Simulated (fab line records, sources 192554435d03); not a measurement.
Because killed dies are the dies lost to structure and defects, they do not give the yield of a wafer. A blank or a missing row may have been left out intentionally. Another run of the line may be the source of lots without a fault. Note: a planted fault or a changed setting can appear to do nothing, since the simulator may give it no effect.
Which tool did it?	flow n5 finfet	Sampling: 20 lots, 60 wafers, 6 of 1938 route steps

## WHAT EACH GAUGE READ, for each wafer
The record holds no reading of a measuring or inspecting step that can be judged against a usual standard deviation.

## EACH LOT AND THE TOOL THAT RAN IT (in order: tool; ch and the chambers of the sampled wafers; start)
lot	N5_DUMMY_GATE_ETCH_42	N5_SPACER0_ALD_07	N5_SD_EPI_P_ETCHBACK_46	N5_SD_EPI_P_ETCH_16	N5_SD_EPI_P_SD_RECESS_17	N5_SD_EPI_P_STRIP_40
L074	rie diel-03 ch 0,1,2, day 3 01:19	ald sin-03 ch 1,2,3, day 3 01:58	rie diel-01 ch 2,3, day 3 08:27	rie diel-01 ch 2,3, day 3 08:39	rie si-03 ch 0,3, day 3 08:43	plasma asher-01 ch 0,1, day 3 08:55
L075	rie diel-01 ch 1,2,3, day 3 07:50	ald sin-03 ch 2,3, day 3 08:12	rie diel-02 ch 0,2, day 3 14:25	rie diel-02 ch 0,2, day 3 14:37	rie si-05 ch 1,2, day 3 14:42	plasma asher-02 ch 0,1, day 3 14:50
L076	rie diel-01 ch 1,2, day 3 12:15	ald sin-02 ch 0,3, day 3 12:35	rie diel-01 ch 1,2, day 3 18:17	rie diel-01 ch 1,2, day 3 18:29	rie si-05 ch 1,2, day 3 18:33	plasma asher-02 ch 0,1, day 3 18:41
L077	rie diel-02 ch 1,2,3, day 3 17:19	ald sin-03 ch 0,1,3, day 3 17:35	rie diel-02 ch 0,1,3, day 4 00:13	rie diel-02 ch 0,1,3, day 4 00:25	rie si-03 ch 0,1,2, day 4 00:29	plasma asher-01 ch 0,1, day 4 00:38
L078	rie diel-02 ch 1,2, day 4 01:42	ald sin-02 ch 0,2,3, day 4 01:58	rie diel-02 ch 1,2,3, day 4 10:04	rie diel-02 ch 1,2,3, day 4 10:16	rie si-02 ch 0,1,3, day 4 10:20	plasma asher-01 ch 0,1, day 4 10:29
L079	rie diel-03 ch 0,2,3, day 4 05:26	ald sin-02 ch 0,1,3, day 4 05:43	rie diel-03 ch 0,2,3, day 4 11:49	rie diel-03 ch 0,2,3, day 4 12:01	rie si-02 ch 0,2,3, day 4 12:05	plasma asher-02 ch 0,1, day 4 12:14
L080	rie diel-01 ch 1,3, day 4 13:37	ald sin-02 ch 2,3, day 4 13:53	rie diel-03 ch 0,1, day 4 19:45	rie diel-03 ch 0,1, day 4 19:57	rie si-02 ch 0,1, day 4 20:01	plasma asher-01 ch 0,1, day 4 20:10
L081	rie diel-01 ch 2,3, day 4 18:30	ald sin-03 ch 1,2,3, day 4 18:47	rie diel-03 ch 0,1,2, day 5 02:50	rie diel-03 ch 0,1,2, day 5 03:02	rie si-05 ch 0,2,3, day 5 03:07	plasma asher-02 ch 0,1, day 5 03:15
L082	rie diel-03 ch 0,1,3, day 5 01:48	ald sin-02 ch 2,3, day 5 02:52	rie diel-01 ch 0,2,3, day 5 09:17	rie diel-01 ch 0,2,3, day 5 09:29	rie si-02 ch 0,1,3, day 5 09:33	plasma asher-02 ch 0,1, day 5 09:43
L084	rie diel-02 ch 1,2,3, day 5 11:52	ald sin-01 ch 1,2,3, day 5 12:08	rie diel-02 ch 0,2,3, day 5 18:20	rie diel-02 ch 0,2,3, day 5 18:32	rie si-03 ch 0,2,3, day 5 18:36	plasma asher-01 ch 0,1, day 5 18:45
L086	rie diel-02 ch 0,2,3, day 6 00:48	ald sin-02 ch 0,2,3, day 6 01:04	rie diel-03 ch 1,2, day 6 06:51	rie diel-03 ch 1,2, day 6 07:03	rie si-05 ch 0,2,3, day 6 07:07	plasma asher-01 ch 0,1, day 6 07:16
L088	rie diel-01 ch 2,3, day 6 13:22	ald sin-03 ch 1,2, day 6 13:39	rie diel-02 ch 1,3, day 6 19:29	rie diel-02 ch 1,3, day 6 19:41	rie si-05 ch 1,2,3, day 6 19:45	plasma asher-01 ch 0,1, day 6 19:54
L089	rie diel-03 ch 0,2,3, day 6 18:22	ald sin-02 ch 0,2, day 6 18:38	rie diel-02 ch 1,2,3, day 7 01:09	rie diel-02 ch 1,2,3, day 7 01:21	rie si-02 ch 0,3, day 7 01:25	plasma asher-01 ch 0,1, day 7 01:34
L090	rie diel-03 ch 0,2,3, day 7 00:50	ald sin-03 ch 2,3, day 7 01:06	rie diel-01 ch 0,2,3, day 7 07:34	rie diel-01 ch 0,2,3, day 7 07:46	rie si-02 ch 0,3, day 7 07:50	plasma asher-02 ch 0,1, day 7 08:47
L091	rie diel-01 ch 0,1, day 7 05:09	ald sin-03 ch 0,1,2, day 7 05:52	rie diel-01 ch 0,3, day 7 13:35	rie diel-01 ch 0,3, day 7 13:47	rie si-02 ch 0,3, day 7 13:52	plasma asher-02 ch 0,1, day 7 14:01
L092	rie diel-02 ch 0,1,3, day 7 11:18	ald sin-03 ch 0,1,2, day 7 13:25	rie diel-01 ch 0,2,3, day 7 19:41	rie diel-01 ch 0,2,3, day 7 19:53	rie si-02 ch 0,1,3, day 7 19:58	plasma asher-02 ch 0,1, day 7 20:06
L093	rie diel-01 ch 0,2, day 7 20:32	ald sin-03 ch 0,2,3, day 7 20:49	rie diel-02 ch 0,2,3, day 8 03:09	rie diel-02 ch 0,2,3, day 8 03:21	rie si-03 ch 1,2,3, day 8 03:25	plasma asher-02 ch 0,1, day 8 03:34
L095	rie diel-01 ch 2,3, day 8 08:00	ald sin-03 ch 0,1,3, day 8 08:17	rie diel-03 ch 0,1, day 8 15:09	rie diel-03 ch 0,1, day 8 15:21	rie si-03 ch 0,1,3, day 8 15:25	plasma asher-02 ch 0,1, day 8 15:35
L096	rie diel-03 ch 1,2,3, day 8 11:56	ald sin-02 ch 2,3, day 8 12:32	rie diel-02 ch 0,1, day 8 18:29	rie diel-02 ch 0,1, day 8 18:41	rie si-03 ch 0,2, day 8 18:45	plasma asher-01 ch 0,1, day 8 18:54
L097	rie diel-01 ch 0,1, day 8 18:30	ald sin-02 ch 1,2, day 8 19:18	rie diel-02 ch 0,3, day 9 01:50	rie diel-02 ch 0,3, day 9 02:02	rie si-02 ch 0,1, day 9 02:06	plasma asher-01 ch 0,1, day 9 02:15
- N5_DUMMY_GATE_ETCH_42: etches SiO2 in CHF3/O2, target depth 3.5 nm, time 31 s.
- N5_SPACER0_ALD_07: deposits SiNx, target thk 2 nm.
- N5_SD_EPI_P_ETCHBACK_46: etches SiNx in CH3F/O2, stops on SiO2, target depth 17.5 nm.
- N5_SD_EPI_P_ETCH_16: etches SiO2 in CHF3/O2, target depth 5 nm.
- N5_SD_EPI_P_SD_RECESS_17: chemistry HBr/Cl2/O2, target depth 39.1 nm, bt time 3 s.
- N5_SD_EPI_P_STRIP_40: strips in N2/H2.

## WHAT THE TOOLS THEMSELVES READ (means of the sampled wafers that have a number; where no wafer has one, the mark that the record gives instead)
N5_DUMMY_GATE_ETCH_42. Usual: drypump motor current A 5.8 A, standard deviation 0.5; oes product au 0.77 a.u., standard deviation 0.074; rf fwd power W 595.0 W, standard deviation 2; rf vpp V 42.7 V, standard deviation 1.4; showerhead plenum p Torr 2.41 Torr, standard deviation 0.093; throttle valve pct 18.85 %, standard deviation 0.27.
lot	tool	drypump motor current A (A)	oes product au (a.u.)	rf fwd power W (W)	rf vpp V (V)	showerhead plenum p Torr (Torr)	throttle valve pct (%)	flag
L074	rie diel-03	5.5	0.76	595.5	41.5	2.44	19.08	
L075	rie diel-01	6.3	0.74	594.1	43.3	2.41	18.87	
L076	rie diel-01	6.3	0.73	594.0	41.6	2.33	18.70	
L077	rie diel-02	5.8	0.82	595.3	42.2	2.43	18.65	
L078	rie diel-02	6.0	0.75	596.9	42.3	2.38	18.73	
L079	rie diel-03	5.3	0.75	593.2	42.4	2.46	19.05	
L080	rie diel-01	6.6	0.72	593.8	41.6	2.37	18.68	
L081	rie diel-01	6.3	0.74	594.5	44.8	2.47	19.07	
L082	rie diel-03	5.5	0.75	592.8	42.3	2.40	19.03	
L084	rie diel-02	5.8	0.80	592.3	41.9	2.42	18.68	
L086	rie diel-02	5.4	0.84	594.9	42.3	2.40	18.63	
L088	rie diel-01	6.3	0.73	595.9	44.0	2.47	19.08	
L089	rie diel-03	5.3	0.73	596.5	42.7	2.45	19.09	
L090	rie diel-03	5.4	0.73	596.7	42.9	2.45	19.08	
L091	rie diel-01	5.9	0.84	594.8	42.4	2.40	18.50	
L092	rie diel-02	5.7	0.82	597.3	42.5	2.45	18.68	
L093	rie diel-01	5.7	0.77	594.4	43.5	2.40	18.96	
L095	rie diel-01	6.0	0.72	595.6	44.3	2.42	19.15	
L096	rie diel-03	5.4	0.73	594.6	42.6	2.38	18.99	
L097	rie diel-01	5.9	0.82	596.6	41.9	2.40	18.51	

N5_SPACER0_ALD_07. Usual: heater power outer w 516 W, standard deviation 63; heater power w 838 W, standard deviation 110.
lot	tool	heater power outer w (W)	heater power w (W)	flag
L074	ald sin-03	498	805	
L075	ald sin-03	487	795	
L076	ald sin-02	511	778	
L077	ald sin-03	481	799	
L078	ald sin-02	518	826	
L079	ald sin-02	501	814	
L080	ald sin-02	546	882	
L081	ald sin-03	502	812	
L082	ald sin-02	547	865	
L084	ald sin-01	500	809	
L086	ald sin-02	527	830	
L088	ald sin-03	564	929	
L089	ald sin-02	543	836	
L090	ald sin-03	560	906	
L091	ald sin-03	538	894	
L092	ald sin-03	541	900	
L093	ald sin-03	542	892	
L095	ald sin-03	482	787	
L096	ald sin-02	515	868	
L097	ald sin-02	563	873	

N5_SD_EPI_P_ETCHBACK_46. Usual: CH3F_flow_sccm 30.00 sccm, standard deviation 0.08; drypump motor current A 5.7 A, standard deviation 0.48; oes product au 0.67 a.u., standard deviation 0.068; rf fwd power W 393.4 W, standard deviation 1.1; rf vpp V 298 V, standard deviation 11; showerhead plenum p Torr 2.01 Torr, standard deviation 0.082; throttle valve pct 16.38 %, standard deviation 0.25.
lot	tool	CH3F_flow_sccm (sccm)	drypump motor current A (A)	oes product au (a.u.)	rf fwd power W (W)	rf vpp V (V)	showerhead plenum p Torr (Torr)	throttle valve pct (%)	flag
L074	rie diel-01	29.99	6.3	0.64	392.6	318	2.06	16.61	
L075	rie diel-02	30.04	5.5	0.69	393.0	302	1.92	16.21	
L076	rie diel-01	29.96	6.0	0.63	392.5	303	1.96	16.54	
L077	rie diel-02	30.04	5.7	0.75	392.9	295	2.04	16.19	
L078	rie diel-02	29.94	5.8	0.69	393.9	296	2.01	16.23	
L079	rie diel-03	29.98	5.3	0.63	394.7	293	2.04	16.60	
L080	rie diel-03	29.96	5.7	0.64	393.8	291	2.03	16.73	
L081	rie diel-03	30.04	5.5	0.63	393.7	290	2.02	16.65	
L082	rie diel-01	30.04	5.9	0.69	393.8	312	2.04	16.47	
L084	rie diel-02	30.01	5.4	0.72	394.1	298	2.00	16.19	
L086	rie diel-03	30.03	5.4	0.62	393.1	290	2.01	16.58	
L088	rie diel-02	30.14	6.0	0.68	394.4	293	2.05	16.30	
L089	rie diel-02	29.90	5.8	0.67	393.3	296	2.01	16.26	
L090	rie diel-01	30.03	5.9	0.67	392.8	311	2.04	16.49	
L091	rie diel-01	30.03	6.3	0.68	393.9	313	2.07	16.42	
L092	rie diel-01	30.02	6.0	0.67	394.1	311	2.03	16.49	
L093	rie diel-02	30.07	5.5	0.70	392.3	296	1.99	16.22	
L095	rie diel-03	29.96	5.7	0.63	393.7	294	1.97	16.67	
L096	rie diel-02	29.98	5.6	0.69	393.7	299	1.97	16.28	
L097	rie diel-02	30.00	5.3	0.73	393.3	297	2.02	16.21	

N5_SD_EPI_P_ETCH_16. Usual: drypump motor current A 5.7 A, standard deviation 0.48; oes product au 0.78 a.u., standard deviation 0.074; rf fwd power W 643.5 W, standard deviation 2; rf vpp V 525 V, standard deviation 20; showerhead plenum p Torr 2.41 Torr, standard deviation 0.096; throttle valve pct 18.92 %, standard deviation 0.25.
lot	tool	drypump motor current A (A)	oes product au (a.u.)	rf fwd power W (W)	rf vpp V (V)	showerhead plenum p Torr (Torr)	throttle valve pct (%)	flag
L074	rie diel-01	6.3	0.76	643.3	562	2.48	19.15	
L075	rie diel-02	5.5	0.82	643.0	535	2.31	18.73	
L076	rie diel-01	6.0	0.74	644.6	531	2.36	19.04	
L077	rie diel-02	5.6	0.87	645.1	520	2.46	18.75	
L078	rie diel-02	5.7	0.81	643.4	522	2.43	18.77	
L079	rie diel-03	5.4	0.73	644.1	517	2.46	19.15	
L080	rie diel-03	5.6	0.74	642.1	512	2.44	19.30	
L081	rie diel-03	5.5	0.74	642.8	513	2.44	19.21	
L082	rie diel-01	6.0	0.81	642.5	547	2.45	19.00	
L084	rie diel-02	5.5	0.84	643.1	525	2.40	18.74	
L086	rie diel-03	5.4	0.73	643.5	513	2.43	19.15	
L088	rie diel-02	6.0	0.79	642.7	518	2.47	18.85	
L089	rie diel-02	5.8	0.78	644.0	521	2.42	18.81	
L090	rie diel-01	5.9	0.79	644.5	548	2.44	19.01	
L091	rie diel-01	6.2	0.79	644.2	553	2.49	18.98	
L092	rie diel-01	6.0	0.79	646.6	547	2.44	19.02	
L093	rie diel-02	5.5	0.81	643.0	524	2.40	18.76	
L095	rie diel-03	5.7	0.74	642.4	515	2.37	19.23	
L096	rie diel-02	5.5	0.81	645.3	528	2.37	18.82	
L097	rie diel-02	5.3	0.85	643.6	523	2.42	18.76	

N5_SD_EPI_P_SD_RECESS_17. Usual: HBr_flow_sccm 150.0 sccm, standard deviation 0.48; drypump motor current A 5.8 A, standard deviation 0.41; mfc cl2 sccm 80.00 sccm, standard deviation 0.25; oes product au 1.003 a.u., standard deviation 0.015; rf fwd power W 795 W, standard deviation 3.2; throttle valve pct 37.0 %, standard deviation 0.48.
lot	tool	HBr_flow_sccm (sccm)	drypump motor current A (A)	mfc cl2 sccm (sccm)	oes product au (a.u.)	rf fwd power W (W)	throttle valve pct (%)	flag
L074	rie si-03	150.7	5.2	80.20	0.999	794	36.6	
L075	rie si-05	149.8	5.9	79.79	1.008	796	36.8	
L076	rie si-05	149.9	5.6	79.97	1.006	797	37.1	
L077	rie si-03	149.4	5.4	79.97	0.989	788	37.0	
L078	rie si-02	150.3	6.1	79.99	1.002	795	37.2	
L079	rie si-02	150.1	5.9	80.14	0.997	797	37.1	
L080	rie si-02	150.1	6.3	79.84	0.999	796	37.3	
L081	rie si-05	150.0	6.2	79.92	1.004	796	36.5	
L082	rie si-02	149.4	6.1	80.07	1.003	794	37.2	
L084	rie si-03	150.2	5.3	80.04	0.997	796	36.7	
L086	rie si-05	149.9	6.2	80.27	1.006	792	36.5	
L088	rie si-05	150.0	5.7	80.04	1.008	796	37.0	
L089	rie si-02	149.5	6.0	80.24	0.998	796	36.9	
L090	rie si-02	149.8	6.1	80.01	0.991	794	36.9	
L091	rie si-02	149.7	6.1	79.81	0.991	796	36.9	
L092	rie si-02	150.3	6.1	79.91	1.011	796	37.2	
L093	rie si-03	149.7	5.5	79.91	0.998	795	36.8	
L095	rie si-03	150.0	5.4	79.97	0.997	793	36.7	
L096	rie si-03	150.1	5.3	80.25	0.984	796	37.0	
L097	rie si-02	150.5	6.3	79.88	0.991	796	37.3	

N5_SD_EPI_P_STRIP_40. Usual: drypump motor current A 5.78 A, standard deviation 0.28; heater power w 337 W, standard deviation 32; oes product au 0.761 a.u., standard deviation 0.011.
lot	tool	drypump motor current A (A)	heater power w (W)	oes product au (a.u.)	flag
L074	plasma asher-01	5.69	331	0.766	
L075	plasma asher-02	5.68	344	0.759	
L076	plasma asher-02	5.75	323	0.764	
L077	plasma asher-01	5.94	352	0.759	
L078	plasma asher-01	5.98	349	0.770	
L079	plasma asher-02	5.73	329	0.746	
L080	plasma asher-01	5.99	352	0.752	
L081	plasma asher-02	5.74	332	0.771	
L082	plasma asher-02	5.75	319	0.770	
L084	plasma asher-01	5.97	351	0.770	
L086	plasma asher-01	5.71	331	0.754	
L088	plasma asher-01	5.97	349	0.763	
L089	plasma asher-01	5.71	326	0.759	
L090	plasma asher-02	5.75	330	0.759	
L091	plasma asher-02	5.75	333	0.753	
L092	plasma asher-02	5.68	341	0.761	
L093	plasma asher-02	5.74	327	0.761	
L095	plasma asher-02	5.68	341	0.755	
L096	plasma asher-01	5.97	353	0.761	
L097	plasma asher-01	5.72	331	0.760	

## THE ANSWER, worked out from the rows above alone
Rule: take the mean of a lot's wafers that have a number; if it is more than 3 standard deviations from the usual mean, the lot is off. A lot without any number at a reading at which 4 lots or more have one is off too. All remaining lots with rows at the step are treated as sound. The gauges are gone through in route order, then the tools' own readings, and for those a lot's mean is taken as printed above. The first step at which some lot is off is used, and at that step the reading that is off furthest; a lot without a number counts as furthest.
Across all readings shown, no lot is off: no conclusion can be drawn from this.

## WHAT THE SIMULATOR HAD PUT IN
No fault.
